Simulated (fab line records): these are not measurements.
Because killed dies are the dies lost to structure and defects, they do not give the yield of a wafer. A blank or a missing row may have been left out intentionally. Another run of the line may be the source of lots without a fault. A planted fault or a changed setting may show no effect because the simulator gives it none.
Chamber matching + flow nand harc + rie si-05 running NHARC_A_CHANNEL_FILL_D1_ETCHBACK_19: 4 sister chambers
The step etches the open film in HBr/Cl2, target depth 5 nm, time 1.7 s. 8 wafers are shown with their chamber, then 7 later ones without.

## WAFERS WITH THEIR CHAMBER
| wafer  | chamber | drypump motor current A (A) | oes product au (a.u.) |
|--------|---------|-----------------------------|-----------------------|
| L078.4 | 2       | 6.4                         | 0.975                 |
| L078.5 | 2       | 6.4                         | 0.983                 |
| L082.4 | 3       | 5.5                         | 0.987                 |
| L085.1 | 0       | 4.9                         | 1.018                 |
| L085.3 | 1       | 5.8                         | 1.016                 |
| L085.6 | 3       | 5.5                         | 1.027                 |
| L089.2 | 1       | 5.8                         | 0.991                 |
| L089.4 | 0       | 5.0                         | 1.017                 |

## WAFERS MISSING THEIR CHAMBER
| wafer  | drypump motor current A (A) | oes product au (a.u.) |
|--------|-----------------------------|-----------------------|
| L089.5 | 5.5                         | 1.018                 |
| L091.2 | 5.0                         | 1.029                 |
| L091.3 | 5.8                         | 1.005                 |
| L091.6 | 6.4                         | 1.014                 |
| L097.1 | 5.0                         | 1.026                 |
| L097.3 | 5.5                         | 0.998                 |
| L097.4 | 5.8                         | 0.996                 |

## CHAMBER TAKEN BY EACH
| wafer  | from the rows above | in truth |
|--------|---------------------|----------|
| L089.5 | 3                   | 3        |
| L091.2 | 0                   | 0        |
| L091.3 | 1                   | 1        |
| L091.6 | 2                   | 2        |
| L097.1 | 0                   | 0        |
| L097.3 | 3                   | 3        |
| L097.4 | 1                   | 1        |
Placed correctly: 7 of 7. Not placeable from these rows: 0. 0 placed wrongly.
How it was worked out, from the rows above alone: a wafer's distance from a chamber is the root of the sum, over the readings, of the square of ((its reading less the chamber's mean) divided by the reading's scatter). The wafer belongs to the nearest chamber; if the next one is less than 2 further off, it can't be placed. The mean given for a chamber averages the wafers shown for that chamber. How the scatter is found: for the shown wafers, subtract from each reading the mean of its chamber, square and add these, divide the total by (wafers less chambers), then take the root.
